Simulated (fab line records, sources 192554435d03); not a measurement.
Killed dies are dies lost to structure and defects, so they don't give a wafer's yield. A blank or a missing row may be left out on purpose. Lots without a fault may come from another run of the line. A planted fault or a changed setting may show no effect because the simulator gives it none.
A struck lot beside a sound one | flow n5_finfet | 37 steps out of a route of 1938
Sound: wafers L313.1, L313.2, L313.3. Struck: wafers L319.1, L319.2, L319.6. The cause comes at the end.
At each step with rows: each side's tool, then ch and its chambers, then its first start. Under that, the readings that differ: sound wafers | struck wafers | difference of the means | sigmas: that difference in standard deviations of wafers without a fault.
alike: readings whose means differ by less than 2 such deviations, and words and numbers that are the same on both sides. not compared: withheld readings, readings that some wafer has no value for, bounds like >300 that may hide the same value, and numbers for which the record gives no deviation and whose values overlap.
The two part at a step that has a row with sigmas, a row that says differs or no value, or rows on one side only. Numbers that don't overlap but have no deviation are shown without sigmas and don't part them. A reading that every wafer of one side lacks parts them only if that side has two wafers or more.

first, 12 steps without rows for these wafers: N5_GATE_CUT_HM_OPEN_40 (chemistry C4F6/O2, target SiO2, target depth 139 nm, time 85.1 s); N5_GATE_CUT_STRIP_41 (strips in CF4); N5_GATE_CUT_STRIP_42 (strips in O2); N5_GATE_CUT_ETCH_19 (etches SiNx in CH3F/O2, target depth 53.7 nm, time 76.7 s); N5_GATE_CUT_CUT_ETCH_53 (etches W in SF6/Cl2, target depth 79.2 nm); N5_GATE_CUT_CUT_ETCH_54 (etches TiN in Cl2/BCl3, target depth 96.7 nm); N5_GATE_CUT_CUT_ETCH_55 (etches HfO2 in BCl3, target depth 3.2 nm); N5_GATE_CUT_ETCH_47 (etches SiO2 in Cl2/BCl3, target depth 10 nm); N5_GATE_CUT_VAPOR_ETCH_48 (etches TiN in BCl3/Cl2); N5_GATE_CUT_VAPOR_ETCH_49 (etches TiAlC in BCl3/Cl2); N5_GATE_CUT_VAPOR_ETCH_51 (etches HfO2 in BCl3/Cl2); N5_GATE_CUT_STRIP_21 (strips in N2/H2, time 30 s).
N5_GATE_CUT_STRIP_29: strips in post etch residue remover, time 60 s.
  sound on wet_bench-01 ch 3,6,7, day 7 01:03; struck on wet_bench-01 ch 0,3,7, day 8 05:10
then, 23 steps without rows for these wafers: N5_GATE_CUT_SRD_52 (time 30 s); N5_GATE_CUT_ALD_22 (deposits SiNx, target thk 16 nm, pulse time 1 s, ald cycles 320); N5_GATE_CUT_CMP_23 (polishes, stops on SiO2, t overpolish 23.4 s, target thk 16 nm); N5_GATE_CUT_CMP_43 (polishes SiO2); N5_GATE_CUT_CMP_61 (polishes, stops on SiNx, t overpolish 3 s); N5_MOL_CONTACT_COAG_COAT_103 (time 60 s, resist thk 80 nm); N5_MOL_CONTACT_COAG_COAT_104 (time 60 s, resist thk 12 nm); N5_MOL_CONTACT_COAG_COAT_58 (time 60 s, resist thk 10 nm); N5_MOL_CONTACT_COAG_COAT_02 (resist thk 30 nm); N5_MOL_CONTACT_COAG_EBR_04; N5_MOL_CONTACT_COAG_SOFTBAKE_03 (time 60 s); N5_MOL_CONTACT_COAG_EXPOSE_05 (exposes mask CA, defocus 0 nm); N5_MOL_CONTACT_COAG_PEB_06 (peb time 60 s); N5_MOL_CONTACT_COAG_DEVELOP_07 (develop time 30 s); N5_MOL_CONTACT_COAG_DESCUM_13 (chemistry O2, time 7 s); N5_MOL_CONTACT_COAG_ETCH_59 (etches underlayer in N2/H2, target depth 13 nm, time 10.4 s); N5_MOL_CONTACT_COAG_ETCH_105 (etches SiARC in CF4, target depth 15.6 nm, time 26 s); N5_MOL_CONTACT_COAG_ETCH_106 (etches SOC in N2/H2, target depth 80 nm, overetch 16 nm, time 120 s); N5_MOL_CONTACT_COAG_STRIP_107 (strips in N2/H2); N5_MOL_CONTACT_COAG_STRIP_108 (strips in N2/H2); N5_MOL_CONTACT_COAG_CONTACT_ETCH_14 (etches SiO2 in C4F6/O2, target depth 27.5 nm, overetch 8.5 nm, time 20 s); N5_MOL_CONTACT_COAG_STRIP_109 (strips in C4F6/O2); N5_MOL_CONTACT_COAG_ETCH_15 (etches SiNx in CH3F/O2, stops on Si:P, target depth 7 nm).
-- the record jumps here: 9 days lie between the struck wafers' starts before and after (it left off in module MOL_CONTACT_COAG and takes up again in module PASSIVATION, whose first step shown is number 1936 of the route) --
N5_PASSIVATION_PROBE_49:
  the record has rows for the struck wafers here (prober-02, day 17 14:32) and none for the sound ones

WHERE THEY PART
Only at N5_PASSIVATION_PROBE_49, within this record.

WHY: what the simulator had put in
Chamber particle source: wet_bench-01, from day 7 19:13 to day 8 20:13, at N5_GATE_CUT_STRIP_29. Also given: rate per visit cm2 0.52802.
